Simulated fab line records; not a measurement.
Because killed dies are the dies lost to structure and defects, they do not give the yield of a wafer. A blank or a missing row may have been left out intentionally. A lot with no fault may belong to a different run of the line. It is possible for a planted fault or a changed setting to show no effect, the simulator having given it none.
Which tool was responsible? / flow nand-harc / 12 lots, 36 wafers sampled, at 1 step of a route of 1159

## WHAT THE GAUGES SHOWED, per wafer
NHARC_A_CONTACT_INSPECT_71.
lot=L074; measured=day 16 18:10; on=defect-inspect-02; raw-defect-count=28 25 22
lot=L076; measured=day 17 03:23; on=defect-inspect-01; raw-defect-count=15 21 20
lot=L079; measured=day 17 19:49; on=defect-inspect-02; raw-defect-count=8 13 13
lot=L083; measured=day 18 13:32; on=defect-inspect-01; raw-defect-count=28 33 36
lot=L082; measured=day 18 21:25; on=defect-inspect-02; raw-defect-count=29 20 32
lot=L085; measured=day 19 05:04; on=defect-inspect-02; raw-defect-count=35 29 28
lot=L086; measured=day 19 12:21; on=defect-inspect-02; raw-defect-count=18 26 29
lot=L090; measured=day 20 08:38; on=defect-inspect-02; raw-defect-count=33 36 23
lot=L089; measured=day 20 15:58; on=defect-inspect-02; raw-defect-count=35 35 37
lot=L093; measured=day 21 05:12; on=defect-inspect-02; raw-defect-count=46 45 52
lot=L097; measured=day 21 18:31; on=defect-inspect-01; raw-defect-count=29 36 32
lot=L095; measured=day 22 03:17; on=defect-inspect-02; raw-defect-count=53 46 45

## WHAT TOOL EACH LOT RAN ON (gives the tool, then ch and the chambers of the sampled wafers, and finally the start)
The record shows no process step preceding these readings.

## THE ANSWER, worked out from the rows above alone
Rule: the usual values come from the lots themselves. The widest of any qualifying gaps counts: lots, ordered by their means at a reading, are off when they make up no more than a third of the lots, leave a main group of 4 or more, and stand apart from it by 3 or more times the standard deviation of that group's means. A main group whose means are all the same, to the digits that the tables above print for the reading, isn't used. A lot without any number at a reading at which 4 lots or more have one is off too. The other lots that the step has rows for count as sound.
None of the lots is off at any reading shown; this tells nothing.

## WHAT THE SIMULATOR PUT IN
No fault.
